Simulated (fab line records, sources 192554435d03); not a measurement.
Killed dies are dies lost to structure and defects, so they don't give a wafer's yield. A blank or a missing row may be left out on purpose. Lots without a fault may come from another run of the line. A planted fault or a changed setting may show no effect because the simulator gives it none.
fab line records | flow n5_finfet | part 2 of 2: steps 18 to 27 of 27
record lots=5 wafers=15 last_day=18
route steps=1938 shown BEOL_M0_SAQP@683 BEOL_M0_CUTY@701
lots that met no fault: from a run of the same line without faults
start_h: hours from the record's first day to the start of the lot's first wafer shown | wait_h: hours since the lot's step before | " the same as in the row above | L1.1+2: a row that stands for several wafers | - no value, or no start given | * or withheld: withheld | < > ~ a bound
route shown NAME@n: a module of which the file shows steps, and the number in the route of the first | usual: mean/standard deviation of fault-free wafers | same: alike in all rows | chamber/n: place in a boat | sites: the reading at each site | _std_site: their standard deviation | _edge_site: outer sites' mean less inner sites' | radius_mm: how far each site lies from the wafer's centre | mask NAME#n: copy n | behind: the tool/chamber that last shaped the wafer | hold: why the lot was held/for how many hours/how that ended | device: the transistor (n, p or np) that didn't switch | end of line: the same wafers' tests at the end of the route | a step without rows: its recipe alone | killed: dies lost to structure and defects at the first sort, not the wafer's yield | map: a wafer's dies, x killed, . not, _ none there
set.NAME: the setting as run; set.NAME@STEP: as run at that earlier step | model.NAME: the simulator's own value behind a step, which no gauge read
lots at some steps of the route; a table a step, a row a wafer
services: from which hour (start_h, from the record's first day; less than 0 if before it) a tool's chamber was out of use, for how many hours, and why
## steps
# step N5_BEOL_M0_SAQP_STRIP_75
# recipe chemistry=CF4 resist=SiARC power_w=300 bias_power_w=75 pressure_mtorr=50 cf4_flow_sccm=150 rf_frequency_hz=6e+07
# usual cf4_flow_sccm=150.0/0.44 drypump_motor_current_A=5.9/0.52 oes_product_au=0.187/0.016 power_w=300.1/0.98 rf_fwd_power_W=294.3/1.7 rf_vpp_V=271.5/1.4 showerhead_plenum_p_Torr=1.80/0.049 throttle_valve_pct=13.44/0.23
# columns lot.wafer tool chamber start_h wait_h cf4_flow_sccm drypump_motor_current_A oes_product_au power_w rf_fwd_power_W rf_hours_counter_h rf_vpp_V showerhead_plenum_p_Torr throttle_valve_pct
L078.1 rie_diel-01 3 139.13 0.1 149.8 6.0 0.204 301.6 293.5 33 272.0 1.83 13.41
L078.4 " 0 " " 149.3 5.5 0.207 299.9 291.9 9 269.5 1.73 13.11
L078.6 " 0 " " 149.7 5.5 0.211 298.8 292.5 - 269.6 1.73 13.10
L077.1 rie_diel-03 2 143.82 0.1 150.0 5.8 0.179 301.0 294.0 96 271.1 1.79 13.39
L077.3 " 1 " " 150.7 6.6 0.183 299.4 293.6 144 269.7 1.79 13.65
L077.5 " 2 " " 150.9 5.8 0.186 300.2 293.8 - 273.2 1.79 13.40
L080.2 rie_diel-03 0 149.06 0.1 150.1 6.1 0.191 300.0 296.0 50 270.7 1.81 13.41
L080.4 " 3 " " 150.3 6.6 0.208 299.7 294.5 20 273.3 1.87 13.11
L080.6 " 2 " " 149.4 5.8 0.185 299.9 291.7 - 273.1 1.79 13.42
L092.3 rie_diel-03 3 223.46 0.1 150.1 6.5 0.201 299.8 293.8 46 274.6 1.87 13.16
L092.4 " 2 " " 150.4 5.8 0.176 300.1 293.8 124 270.8 1.79 13.46
L092.6 " 3 " " 149.9 6.5 0.202 300.0 294.0 - 273.9 1.87 13.18
L095.1 rie_diel-05 0 241.11 0.1 149.9 5.1 0.167 300.4 295.2 200 270.0 1.71 13.58
L095.3 " 2 " " 150.2 5.0 0.194 300.4 292.3 85 270.6 1.74 13.53
L095.4 " 3 " " 150.3 5.8 0.168 299.0 295.5 - 272.5 1.85 13.97
# step N5_BEOL_M0_CUTY_COAT_50
# recipe resist=SiARC temp_c=220 time_s=60 spin_rpm=1500 resist_thk_nm=15
# usual resist_line_temp_C=23.02/0.11
# columns lot.wafer tool chamber start_h wait_h resist_line_temp_C
L078.1 litho_track-05 0 139.17 0.0 22.92
L078.4 " 0 " " 23.02
L078.6 " 0 " " 22.86
L077.1 litho_track-05 0 143.86 0.0 23.08
L077.3 " 0 " " 23.20
L077.5 " 0 " " 23.08
L080.2 litho_track-05 0 149.10 0.0 22.95
L080.4 " 0 " " 22.99
L080.6 " 0 " " 23.01
L092.3 litho_track-01 0 223.50 0.0 23.02
L092.4 " 0 " " 23.06
L092.6 " 0 " " 23.06
L095.1 litho_track-05 0 241.15 0.0 23.00
L095.3 " 0 " " 23.09
L095.4 " 0 " " 22.88
# step N5_BEOL_M0_CUTY_COAT_51
# recipe resist=CAR-ArF-block spin_rpm=1500 resist_thk_nm=150
# usual resist_line_temp_C=22.98/0.11
# columns lot.wafer tool chamber start_h wait_h resist_line_temp_C
L078.1 litho_track-05 0 - - 22.88
L078.4 " 0 " " 23.03
L078.6 " 0 " " 22.96
L077.1 litho_track-05 0 - - 22.96
L077.3 " 0 " " 23.08
L077.5 " 0 " " 23.13
L080.2 litho_track-05 0 - - 22.96
L080.4 " 0 " " 22.95
L080.6 " 0 " " 22.98
L092.3 litho_track-01 0 - - 23.13
L092.4 " 0 " " 23.10
L092.6 " 0 " " 23.02
L095.1 litho_track-05 0 - - 23.11
L095.3 " 0 " " 23.10
L095.4 " 0 " " 23.00
# step N5_BEOL_M0_CUTY_EBR_52
# recipe solvent=PGMEA ebr_width_mm=1.5
# usual resist_line_temp_C=22.99/0.11
# columns lot.wafer tool chamber start_h wait_h resist_line_temp_C
L078.1 litho_track-05 0 - - 23.09
L078.4 " 0 " " 23.04
L078.6 " 0 " " 23.08
L077.1 litho_track-05 0 - - 22.92
L077.3 " 0 " " 23.02
L077.5 " 0 " " 23.13
L080.2 litho_track-05 0 - - 22.90
L080.4 " 0 " " 23.00
L080.6 " 0 " " 22.92
L092.3 litho_track-01 0 - - 22.88
L092.4 " 0 " " 22.82
L092.6 " 0 " " 22.83
L095.1 litho_track-05 0 - - 22.81
L095.3 " 0 " " 22.78
L095.4 " 0 " " 22.84
# step N5_BEOL_M0_CUTY_SOFTBAKE_53
# recipe temp_c=110 time_s=60 resist=CAR-ArF-block
# usual resist_line_temp_C=23.04/0.11
# columns lot.wafer tool chamber start_h wait_h resist_line_temp_C
L078.1 litho_track-05 0 - - 23.06
L078.4 " 0 " " 23.00
L078.6 " 0 " " 23.09
L077.1 litho_track-05 0 - - 23.06
L077.3 " 0 " " 23.02
L077.5 " 0 " " 23.01
L080.2 litho_track-05 0 - - 23.06
L080.4 " 0 " " 22.92
L080.6 " 0 " " 23.09
L092.3 litho_track-01 0 - - 23.05
L092.4 " 0 " " 23.04
L092.6 " 0 " " 23.11
L095.1 litho_track-05 0 - - 23.10
L095.3 " 0 " " 23.09
L095.4 " 0 " " 22.90
# step N5_BEOL_M0_CUTY_EXPOSE_54
# recipe mask_id=M0_ABLK na=1.35 source_shape=conventional sigma_outer=0.8 polarization=unpolarized dose_mj=36
# usual focus_offset_nm=0.0/0.5
# same na=1.35
# columns lot.wafer tool chamber start_h wait_h mask focus_offset_nm
L078.1 arfi_scanner-01 0 139.27 - M0_ABLK#0 -0.7
L078.4 " 0 " " M0_ABLK#0 -0.2
L078.6 " 0 " " M0_ABLK#0 0.1
L077.1 arfi_scanner-01 0 143.96 - M0_ABLK#0 -0.3
L077.3 " 0 " " M0_ABLK#0 0.2
L077.5 " 0 " " M0_ABLK#0 -0.3
L080.2 arfi_scanner-01 0 149.33 - M0_ABLK#0 0.0
L080.4 " 0 " " M0_ABLK#0 0.4
L080.6 " 0 " " M0_ABLK#0 0.0
L092.3 arfi_scanner-02 0 223.74 - M0_ABLK#0 0.0
L092.4 " 0 " " M0_ABLK#0 0.0
L092.6 " 0 " " M0_ABLK#0 -0.3
L095.1 arfi_scanner-01 0 241.25 - M0_ABLK#0 -0.5
L095.3 " 0 " " M0_ABLK#0 -0.7
L095.4 " 0 " " M0_ABLK#0 -0.1
# step N5_BEOL_M0_CUTY_PEB_55
# recipe peb_temp_c=110 peb_time_s=60 resist=CAR-ArF-block
# usual resist_line_temp_C=22.99/0.11
# columns lot.wafer tool chamber start_h wait_h resist_line_temp_C
L078.1 litho_track-05 0 139.33 0.1 22.96
L078.4 " 0 " " 23.09
L078.6 " 0 " " 23.09
L077.1 litho_track-05 0 144.02 0.1 23.05
L077.3 " 0 " " 23.06
L077.5 " 0 " " 23.05
L080.2 litho_track-01 0 149.38 0.0 23.20
L080.4 " 0 " " 23.12
L080.6 " 0 " " 23.20
L092.3 litho_track-05 0 223.79 0.0 22.85
L092.4 " 0 " " 22.84
L092.6 " 0 " " 23.15
L095.1 litho_track-04 0 241.31 0.1 23.14
L095.3 " 0 " " 23.17
L095.4 " 0 " " 23.16
# step N5_BEOL_M0_CUTY_DEVELOP_56
# recipe develop_time_s=30 developer=TMAH resist=CAR-ArF-block rinse_liquid=diw dry=air_spin dev_temp_c=23
# usual resist_line_temp_C=23.00/0.097
# columns lot.wafer tool chamber start_h wait_h resist_line_temp_C
L078.1 litho_track-05 0 - - 23.23
L078.4 " 0 " " 23.12
L078.6 " 0 " " 23.10
L077.1 litho_track-05 0 - - 22.79
L077.3 " 0 " " 22.95
L077.5 " 0 " " 23.01
L080.2 litho_track-01 0 - - 22.98
L080.4 " 0 " " 22.89
L080.6 " 0 " " 22.80
L092.3 litho_track-05 0 - - 23.12
L092.4 " 0 " " 22.99
L092.6 " 0 " " 23.11
L095.1 litho_track-04 0 - - 23.08
L095.3 " 0 " " 23.07
L095.4 " 0 " " 22.96
# step N5_BEOL_M0_CUTY_CD_MEAS_57
# recipe target_cd_nm=200 landing_energy_ev=500 detector=se_inlens polarity=line
# usual cd_nm=199.7/1.2
# columns lot.wafer tool chamber start_h wait_h cd_nm
L078.1 cd_sem-03 0 139.40 - 201.5
L078.4 " 0 " " 201.8
L078.6 " 0 " " 201.3
L077.1 cd_sem-01 0 144.09 - 201.4
L077.3 " 0 " " 199.4
L077.5 " 0 " " 201.2
L080.2 cd_sem-03 0 149.45 - 200.9
L080.4 " 0 " " 200.5
L080.6 " 0 " " 200.8
L092.3 cd_sem-03 0 223.86 - 200.2
L092.4 " 0 " " 199.4
L092.6 " 0 " " 199.7
L095.1 cd_sem-03 0 241.38 - 201.3
L095.3 " 0 " " 199.9
L095.4 " 0 " " 200.3
# step N5_BEOL_M0_CUTY_OVL_MEAS_58
# recipe points_per_wafer=44
# usual M0_ABLK_OVL=-0.4/0.6
# columns lot.wafer tool chamber start_h wait_h M0_ABLK_OVL[nm]
L078.1 overlay-01 0 139.43 0.0 -0.6
L078.4 " 0 " " -0.1
L078.6 " 0 " " 0.1
L077.1 overlay-01 0 144.12 0.0 0.0
L077.3 " 0 " " 0.0
L077.5 " 0 " " -0.3
L080.2 overlay-01 0 149.48 0.0 0.0
L080.4 " 0 " " 0.6
L080.6 " 0 " " 0.2
L092.3 overlay-01 0 223.89 0.0 0.2
L092.4 " 0 " " 0.7
L092.6 " 0 " " 0.1
L095.1 overlay-01 0 241.41 0.0 -0.5
L095.3 " 0 " " -0.9
L095.4 " 0 " " -0.4
## services
# columns tool chamber start_h hours kind
rie_diel-01 - 116.47 2.8 pm
arfi_scanner-01 - 117.83 0.8 pm
rie_diel-05 0 118.41 3.1 repair
ald_sin-03 - 123.64 3.7 repair
arfi_scanner-01 - 125.25 1.0 pm
ald_sin-03 - 129.82 1.7 repair
euv_scanner-02 - 132.89 5.8 pm
rie_diel-03 - 134.45 2.8 pm
rie_diel-05 - 139.00 2.8 pm
euv_scanner-02 - 140.56 0.8 repair
euv_scanner-01 - 142.43 1.0 pm
ald_sin-04 3 148.02 13.1 repair
euv_scanner-02 - 157.61 1.0 pm
rie_diel-05 3 158.44 5.2 repair
ald_sin-03 - 176.92 14.0 pm
rie_diel-05 - 183.76 15.6 pm
arfi_scanner-01 - 194.41 0.6 repair
euv_scanner-01 - 198.58 1.0 pm
rie_diel-05 0 200.72 8.9 repair
rie_diel-05 1 203.12 7.6 repair
arfi_scanner-01 - 214.71 4.9 pm
rie_diel-05 3 215.05 2.0 repair
arfi_scanner-01 - 221.89 2.7 repair
euv_scanner-01 - 231.02 12.0 pm
